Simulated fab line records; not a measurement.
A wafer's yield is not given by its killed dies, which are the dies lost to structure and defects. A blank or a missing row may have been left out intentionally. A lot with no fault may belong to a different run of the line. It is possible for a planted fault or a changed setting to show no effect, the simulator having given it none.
Lot-split experiment | flow n5_finfet | 7 lots, 21 wafers read, on a route of 1938 steps

THE SPLIT ITSELF
At N5_BEOL_M7_ETCH_41 (etches SiCN in CH3F/O2, target depth 31.9 nm, time 57.8 s), the setting source_w was moved away from the recipe's 395 W on 6 of the 21 wafers read, by -8.8% to +12.5%. This setting was run at the recipe's value on the other wafers.

The split's own step is where the reading is taken.

THE READING
rf_vpp_V, in V, at N5_BEOL_M7_ETCH_41 (etches SiCN in CH3F/O2, target depth 31.9 nm, time 57.8 s). Typical for fault-free wafers on this fab line: 297.6 V, with standard deviation 2 V.

wafer  | tool, chamber at the split | source_w as run, W | against the recipe | rf_vpp_V, V | against lot-mates on the recipe
L077.1 | rie_diel-02, 3             | 444.4              | +12.5%             | 285.2       | -11.7
L077.5 | rie_diel-02, 0             | 395                | recipe             | 296.6       | -
L077.6 | rie_diel-02, 1             | 395                | recipe             | 297.1       | -
L084.2 | rie_diel-04, 2             | 395                | recipe             | 300.1       | -
L084.5 | rie_diel-04, 0             | 430.5              | +9.0%              | 291.7       | -7.8
L084.6 | rie_diel-04, 2             | 395                | recipe             | 298.9       | -
L086.2 | rie_diel-05, 1             | 395                | recipe             | 295.0       | -
L086.5 | rie_diel-05, 3             | 395                | recipe             | 300.0       | -
L086.6 | rie_diel-05, 0             | 395                | recipe             | 299.7       | -
L087.1 | rie_diel-05, 3             | 360.4              | -8.8%              | 308.3       | +9.4
L087.3 | rie_diel-05, 0             | 395                | recipe             | 298.9       | -
L087.4 | rie_diel-05, 2             | 360.4              | -8.8%              | 305.1       | +6.2
L090.1 | rie_diel-05, 1             | 432.5              | +9.5%              | 288.0       | -8.8
L090.3 | rie_diel-05, 0             | 395                | recipe             | 298.4       | -
L090.4 | rie_diel-05, 2             | 395                | recipe             | 295.2       | -
L094.2 | rie_diel-05, 1             | 395                | recipe             | 296.0       | -
L094.4 | rie_diel-05, 2             | 395                | recipe             | 293.9       | -
L094.5 | rie_diel-05, 3             | 395                | recipe             | 300.2       | -
L096.2 | rie_diel-02, 3             | 395                | recipe             | 295.5       | -
L096.5 | rie_diel-02, 0             | 365.1              | -7.6%              | 305.0       | +9.1
L096.6 | rie_diel-02, 1             | 395                | recipe             | 296.2       | -

FIT RESULTS
A straight line over all 21 wafers: rf_vpp_V changes by -0.957 V for each +1% of source_w; r = -0.93; the points scatter about the line by 2 V.
The same after taking each lot's own level away (the mean of its wafers on the recipe; 21 wafers): -0.94 V for each +1%; r = -0.95; scatter 1.7 V.
According to that fit, moving source_w by its largest amount changes the reading by 12 V.
Measured against the standard deviation above, the lots' own levels, which go from 295.85 to 299.50 V, span 1.8 times it.
The two slopes agree, so the slope changes little with the lot-to-lot level.
Check: -11.7 V against its lot-mates is what the line predicts for one of the wafers moved furthest among these (+12.5%) when that wafer is left out of the fit. It came out at -11.7 V against them.
Tool readings at the split's step, against how far the setting was moved: rf_vpp_V r = -0.93.

THE FILE'S OWN FIT
rf_vpp_V changes by -0.948 V for each +1% of source_w, r = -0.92.
